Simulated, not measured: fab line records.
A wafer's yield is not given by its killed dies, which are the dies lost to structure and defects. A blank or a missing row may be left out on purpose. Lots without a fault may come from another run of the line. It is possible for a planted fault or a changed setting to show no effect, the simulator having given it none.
fab line records    flow nand-harc
[record] lots = 5  wafers = 15  last-day = 24
route steps=1159 shown THIN_TSV@1140 END@1159
lots that met no fault: from a run of the same line without faults
start-h: hours from the record's first day to the start of the lot's first wafer shown    wait-h: hours since the lot's step before    " unchanged from the row above    L1.1+2: several wafers, shown together as one row    - no value, or no start was given    * or withheld: withheld    < > ~ a bound
route shown NAME@n: a module of which the file shows steps, and the number in the route of the first    usual: the fault-free wafers' mean and standard deviation    same: alike in all rows    chamber/n: place in a boat    sites: the reading at each site    _std_site: standard deviation across them    _edge_site: mean of outer sites minus mean of inner sites    radius-mm: how far each site lies from the wafer's centre    mask NAME#n: copy n    behind: the last tool/chamber to shape the wafer    hold: reason for holding the lot/hours on hold/outcome of the hold    device: transistor that didn't switch, given as n, p or np    end of line: at the end of the route, the tests of the same wafers    a step without rows: its recipe alone    killed: the dies lost at the first sort to structure and to defects; this is not the yield of the wafer    map: per-die view of a wafer (x killed, . not killed, _ where there is no die)
set.NAME: the run value of the setting; set.NAME@STEP: its run value at that earlier step    model.NAME: the simulator's own value behind a step, which no gauge read
certain route steps with their lots: each step a table, each wafer a row
services: a tool's chamber out of use, with start hour (start-h, from the record's first day; less than 0 if before it), hours out, and reason
[[steps]]
[step NHARC_THIN_TSV_DEHYDRATE_25]
[recipe] temp-c = 150  time-s = 120
[step NHARC_THIN_TSV_HMDS_26]
[recipe] time-s = 30
[step NHARC_THIN_TSV_COAT_27]
[recipe] spin-rpm = *
[step NHARC_THIN_TSV_SOFTBAKE_28]
[recipe] temp-c = 122  time-s = 95
[step NHARC_THIN_TSV_EBR_29]
[step NHARC_THIN_TSV_EXPOSE_30]
[recipe] na = 0.55  dose-mj = 11.47  mask-id = PAD
[step NHARC_THIN_TSV_PEB_31]
[recipe] peb-temp-c = 118  peb-time-s = 85
[step NHARC_THIN_TSV_DEVELOP_32]
[recipe] time-s = 70
[step NHARC_THIN_TSV_CD_MEAS_33]
[recipe] target-cd-nm = 5000  landing-energy-ev = 500
[usual] cd-nm = 5000.3/2.1
lot.wafer  tool       chamber  start-h  wait-h  cd-nm
L525.3     cd-sem-03  0        469.52   -       4998.3
L525.4     "          0        "        "       4996.9
L525.5     "          0        "        "       4997.8
L527.3     cd-sem-01  0        477.72   -       4994.7
L527.5     "          0        "        "       4997.0
L527.6     "          0        "        "       4998.0
L529.1     cd-sem-01  0        499.70   -       5004.0
L529.2     "          0        "        "       5001.2
L529.3     "          0        "        "       4998.4
L539.2     cd-sem-03  0        546.17   -       5001.9
L539.5     "          0        "        "       5000.5
L539.6     "          0        "        "       4999.7
L540.3     cd-sem-03  0        558.93   -       4998.6
L540.5     "          0        "        "       4999.7
L540.6     "          0        "        "       5003.2
[step NHARC_THIN_TSV_HARDBAKE_34]
[recipe] temp-c = 125  time-s = 80
[step NHARC_THIN_TSV_DESCUM_35]
[recipe] time-s = 3  o2-flow-sccm = 200  ar-flow-sccm = 0  bias-power-w = 0  chemistry = O2
[usual] drypump-motor-current-A = 5.6/0.56  mfc-ar-sccm = 0.010/0.015  oes-product-au = 0.999/0.011  rf-vpp-V = 57.6/0.94  showerhead-plenum-p-Torr = 1.90/0.09  throttle-valve-pct = 11.310/0.0093
[same] bias-power-w = 0
lot.wafer  tool         chamber  start-h  wait-h  drypump-motor-current-A  mfc-ar-sccm  oes-product-au  rf-hours-counter-h  rf-vpp-V  showerhead-plenum-p-Torr  throttle-valve-pct
L525.4     rie-diel-12  3        469.70   -       6.1                      0            0.995           4                   57.3      1.98                      11.314
L525.3     "            0        "        "       5.9                      0.005        1.004           4                   58.8      1.96                      11.318
L525.5     "            2        "        "       5.8                      0.011        0.995           -                   57.5      1.81                      11.295
L527.3     rie-diel-05  0        477.89   -       4.9                      0.040        0.977           8                   56.9      1.79                      11.306
L527.5     "            0        "        "       4.9                      0.040        0.990           -                   56.4      1.79                      11.305
L527.6     "            2        "        "       5.1                      0            1.009           -                   59.2      2.06                      11.322
L529.1     rie-diel-04  1        499.86   -       5.5                      0            0.995           3                   55.2      1.81                      11.316
L529.2     "            3        "        "       6.7                      0            1.005           4                   56.6      1.81                      11.313
L529.3     "            0        "        "       5.9                      0            0.978           3                   56.4      1.83                      11.312
L539.2     rie-diel-04  1        546.35   -       5.6                      0            1.005           8                   57.0      1.81                      11.302
L539.5     "            3        "        "       6.6                      0            1.014           -                   58.3      1.81                      11.318
L539.6     "            0        "        "       5.9                      0            0.990           -                   58.5      1.83                      11.310
L540.3     rie-diel-04  1        559.09   -       5.6                      0            0.995           9                   57.1      1.81                      11.302
L540.5     "            1        "        "       5.6                      0            0.999           -                   56.9      1.81                      11.319
L540.6     "            2        "        "       5.4                      0.040        1.003           -                   58.8      1.95                      11.323
[step NHARC_THIN_TSV_ETCH_59]
[recipe] target-depth-a = 8800  icp-w = 900  bias-w = 100  Cl2_flow_sccm = 60  bcl3-flow-sccm = 30  time-s = 138.1  chemistry = Cl2/BCl3
[usual] drypump-motor-current-A = 5.6/0.36  oes-product-au = 0.999/0.0099  throttle-valve-pct = 22.264/0.0086
lot.wafer  tool          chamber  start-h  wait-h  drypump-motor-current-A  oes-product-au  rf-hours-counter-h  throttle-valve-pct
L525.3     rie-metal-01  0        469.88   0.2     6.2                      1.000           -                   22.275
L525.4     "             1        "        "       5.7                      0.988           -                   22.260
L525.5     "             0        "        "       6.1                      0.994           -                   22.267
L527.3     rie-metal-03  1        478.14   0.2     5.5                      1.008           -                   22.257
L527.6     "             0        "        "       5.9                      0.980           -                   22.266
L527.5     "             1        "        "       5.5                      0.996           -                   22.253
L529.2     rie-metal-01  1        499.99   0.1     5.7                      0.994           4.9                 22.257
L529.1     "             0        "        "       6.1                      0.995           4.9                 22.266
L529.3     "             1        "        "       5.7                      0.993           -                   22.287
L539.2     rie-metal-03  0        546.49   0.1     5.9                      0.986           2.7                 22.269
L539.5     "             1        "        "       5.5                      1.002           -                   22.272
L539.6     "             0        "        "       5.9                      0.990           -                   22.262
L540.3     rie-metal-02  1        559.32   0.2     5.6                      0.996           -                   22.267
L540.5     "             0        "        "       5.0                      1.013           -                   22.261
L540.6     "             1        "        "       5.6                      0.995           -                   22.274
[step NHARC_THIN_TSV_ETCH_36]
[recipe] target-depth-a = 650  over-etch-frac = 0.3  time-s = 18.571  ion-energy-ev = 150  chemistry = Cl2/BCl3
[usual] drypump-motor-current-A = 5.6/0.37  oes-product-au = 0.999/0.011
lot.wafer  tool          chamber  start-h  wait-h  drypump-motor-current-A  oes-product-au  rf-hours-counter-h
L525.4     rie-metal-01  1        470.08   0.1     5.7                      0.991           -
L525.3     "             0        "        "       6.1                      1.001           -
L525.5     "             1        "        "       5.7                      0.996           -
L527.3     rie-metal-03  0        478.31   0.1     5.9                      0.980           -
L527.6     "             1        "        "       5.5                      0.999           -
L527.5     "             0        "        "       5.9                      0.971           -
L529.2     rie-metal-01  0        500.25   0.2     6.1                      1.007           5.1
L529.1     "             1        "        "       5.7                      0.988           5.1
L529.3     "             1        "        "       5.7                      0.998           -
L539.2     rie-metal-03  1        546.71   0.2     5.5                      0.979           2.9
L539.5     "             1        "        "       5.5                      0.991           -
L539.6     "             0        "        "       5.9                      0.845           -
L540.3     rie-metal-02  0        559.49   0.1     5.0                      1.002           -
L540.5     "             1        "        "       5.6                      0.995           -
L540.6     "             0        "        "       5.0                      1.011           -
[step NHARC_THIN_TSV_STRIP_56]
[recipe] power-w = 1500  temp-c = 250  chemistry = O2
[usual] drypump-motor-current-A = 5.5/0.42  heater-power-w = 319/48
lot.wafer  tool             chamber  start-h  wait-h  drypump-motor-current-A  heater-power-w  rf-hours-counter-h
L525.3     plasma-asher-02  1        470.26   0.2     5.6                      327             -
L525.4     "                0        "        "       6.0                      306             -
L525.5     "                0        "        "       6.0                      299             -
L527.3     plasma-asher-01  0        478.53   0.2     5.9                      383             -
L527.6     "                1        "        "       4.9                      266             -
L527.5     "                0        "        "       5.9                      396             -
L529.2     plasma-asher-01  0        500.35   0.1     5.8                      383             14
L529.1     "                1        "        "       4.9                      259             14
L529.3     "                0        "        "       5.9                      381             -
L539.2     plasma-asher-02  1        547.08   0.4     5.5                      341             1
L539.6     "                1        "        "       5.6                      346             -
L539.5     "                0        "        "       6.0                      294             -
L540.3     plasma-asher-02  0        559.67   0.2     5.9                      291             -
L540.6     "                0        "        "       5.9                      292             -
L540.5     "                1        "        "       5.6                      341             -
[step NHARC_END_SORT_01]
[recipe] temp-c = 25
[usual] defect-limited-yield = 95.4/1.5  killed-at-array = 28/10  killed-at-other = 0.5/0.82  killed-at-periphery = 3.4/2.2  killed-dies = 31/10  killed-open = 3.4/1.9  killed-short = 1.9/1.3  sort_bin_2_pct = 1.5/0.6  sort_bin_3_pct = 0.29/0.24  sort_bin_4_pct = 2.9/0.97  sort-n-pass = 646/10  sort-rim-yield-pct = 94.7/3  sort-yield-pct = 95.4/1.5
[same] gross-dies = 677  sort_bin_5_pct[%] = 0  sort_bin_6_pct[%] = 0  sort_bin_7_pct[%] = 0  sort_bin_8_pct[%] = 0  sort-rim-n-gross = 106.00
lot.wafer  tool       chamber  start-h  wait-h  defect-limited-yield[%]  killed-at-array  killed-at-other  killed-at-periphery  killed-dies  killed-open  killed-short  sort_bin_2_pct[%]  sort_bin_3_pct[%]  sort_bin_4_pct[%]  sort-n-pass  sort-rim-yield-pct[%]  sort-yield-pct[%]
L527.3     prober-02  0        488.28   3.1     96.0                     26               0                1                    27           6            3             1.0                0.30               2.7                650          95.3                   96.0
L527.5     prober-02  0        489.90   3.7     96.0                     19               3                5                    27           5            1             1.5                0.15               2.4                650          98.1                   96.0
L527.6     prober-02  0        490.71   4.1     94.8                     27               2                6                    35           5            1             1.9                0.15               3.1                642          94.3                   94.8
L529.1     prober-02  0        515.44   2.6     96.0                     24               0                3                    27           3            1             1.8                0                  2.2                650          89.6                   96.0
L529.2     prober-02  0        516.24   2.8     95.3                     26               0                6                    32           2            2             1.6                0.74               2.4                645          99.1                   95.3
L529.3     prober-02  0        517.04   3.1     96.2                     20               1                5                    26           4            3             0.7                0                  3.1                651          91.5                   96.2
L539.2     prober-01  0        562.10   2.8     96.8                     19               0                3                    22           4            4             1.2                0.30               1.8                655          92.5                   96.8
L539.5     prober-01  0        564.50   3.7     95.9                     25               0                3                    28           8            2             1.9                0.15               2.1                649          98.1                   95.9
L539.6     prober-01  0        565.30   4.0     96.9                     19               0                2                    21           4            4             1.5                0                  1.6                656          93.4                   96.9
// killed by level:class
L527.3 A_CHANNEL_HOLE_D1:chamber-film-flake=15 A_CHANNEL_FILL_D1:chamber-film-flake=3 A_CHANNEL_FILL_D1:geometric-particle:short=2 A_SGD_CUT:geometric-particle:open=2 P_CONTACT:geometric-particle:open=1 A_ONON_D1:geometric-particle:open=1 A_CHANNEL_HOLE_D1:geometric-particle:open=1 A_M0:geometric-particle:open=1
L527.5 A_CHANNEL_HOLE_D1:chamber-film-flake=10 A_CONTACT:chamber-film-flake=3 THIN_TSV:chamber-film-flake=3 P_CONTACT:geometric-particle:open=2 P_ZERO_WELL:chamber-film-flake=2 A_CHANNEL_FILL_D1:geometric-particle:short=1 A_WL_FILL:geometric-particle:open=1 A_BLC:geometric-particle:open=1
L527.6 A_CHANNEL_HOLE_D1:chamber-film-flake=16 A_CHANNEL_FILL_D1:chamber-film-flake=3 A_CONTACT:chamber-film-flake=3 P_CONTACT:chamber-film-flake=2 A_STAIRCASE:chamber-film-flake=2 THIN_TSV:chamber-film-flake=2 P_M0:geometric-particle:short=1 P_M0:geometric-particle:open=1
L529.1 A_SLIT:chamber-film-flake=10 A_CHANNEL_HOLE_D1:chamber-film-flake=5 A_CONTACT:geometric-particle:open=2 P_M0:chamber-film-flake=2 A_CONTACT:chamber-film-flake=2 A_CHANNEL_FILL_D1:geometric-particle:open=1 A_WL_FILL:geometric-particle:short=1 P_BONDPAD:chamber-film-flake=1
L529.2 A_SLIT:chamber-film-flake=11 A_CHANNEL_HOLE_D1:chamber-film-flake=4 A_STAIRCASE:chamber-film-flake=3 A_WL_FILL:chamber-film-flake=3 P_ZERO_WELL:chamber-film-flake=2 P_BONDPAD:chamber-film-flake=2 A_CHANNEL_FILL_D1:chamber-film-flake=2 P_CONTACT:geometric-particle:short=1
L529.3 A_SLIT:chamber-film-flake=8 P_BONDPAD:chamber-film-flake=3 A_STAIRCASE:chamber-film-flake=3 A_CHANNEL_FILL_D1:chamber-film-flake=2 A_CONTACT:chamber-film-flake=2 P_GATE:geometric-particle:short=1 P_M0:geometric-particle:short=1 A_WL_FILL:geometric-particle:open=1
L539.2 A_CONTACT:chamber-film-flake=5 A_CHANNEL_FILL_D1:geometric-particle:short=4 A_CHANNEL_HOLE_D1:chamber-film-flake=4 P_M0:geometric-particle:open=2 A_CONTACT:geometric-particle:open=2 A_STAIRCASE:chamber-film-flake=2 P_GATE:chamber-film-flake=1 A_ZERO_WELL:chamber-film-flake=1
L539.5 A_CHANNEL_HOLE_D1:chamber-film-flake=10 A_CONTACT:chamber-film-flake=5 A_WL_FILL:geometric-particle:open=2 A_CONTACT:geometric-particle:open=2 P_M0:chamber-film-flake=2 P_M0:geometric-particle:open=1 A_CHANNEL_FILL_D1:geometric-particle:open=1 A_CHANNEL_FILL_D1:geometric-particle:short=1
L539.6 A_CONTACT:chamber-film-flake=6 A_CHANNEL_HOLE_D1:chamber-film-flake=3 A_WL_FILL:geometric-particle:short=2 A_BLC:geometric-particle:open=2 P_STI:chamber-film-flake=2 A_CHANNEL_FILL_D1:geometric-particle:short=1 A_SGD_CUT:geometric-particle:short=1 A_SLIT:geometric-particle:open=1
[[services]]
tool             chamber  start-h  hours  kind
rie-diel-12      1        447.74   5.4    repair
plasma-asher-01  -        453.00   9.0    pm
rie-metal-03     -        453.00   9.0    pm
rie-metal-03     0        453.00   9.0    vent-cycle
rie-metal-03     1        453.00   9.0    vent-cycle
plasma-asher-02  -        460.93   4.5    repair
rie-diel-04      2        461.82   12.0   repair
rie-metal-03     0        462.00   -      clean
rie-metal-03     1        462.00   -      clean
rie-diel-04      -        465.93   9.0    pm
rie-diel-05      3        466.40   6.8    repair
rie-diel-05      1        475.69   22.6   repair
rie-diel-05      2        495.93   44.2   repair
rie-diel-05      1        505.41   4.2    repair
rie-metal-01     -        509.11   9.0    pm
rie-metal-01     0        509.11   9.0    vent-cycle
rie-metal-01     1        509.11   9.0    vent-cycle
rie-diel-05      -        517.60   9.0    pm
rie-metal-01     0        518.11   -      clean
plasma-asher-02  -        522.63   14.3   repair
rie-diel-12      3        531.88   1.6    repair
plasma-asher-02  -        537.52   9.0    pm
rie-metal-02     0        538.95   5.8    repair
rie-diel-12      -        556.48   9.0    pm
[[key]]
[first-sign] step = NHARC_THIN_TSV_ETCH_36  reading = oes-product-au  direction = down  sigmas = 14  usual = 0.999  struck = 0.845
effect none on later readings
met-at NHARC_THIN_TSV_ETCH_36
struck-wafers L539.6
onset-between 478.31 546.71
[fault] kind = process-parameter-drift  tool = rie-metal-03  chamber = 0  onset-h = 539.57  steps = NHARC_THIN_TSV_ETCH_36  channel = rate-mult  offset = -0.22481  shape = step  end-h = 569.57
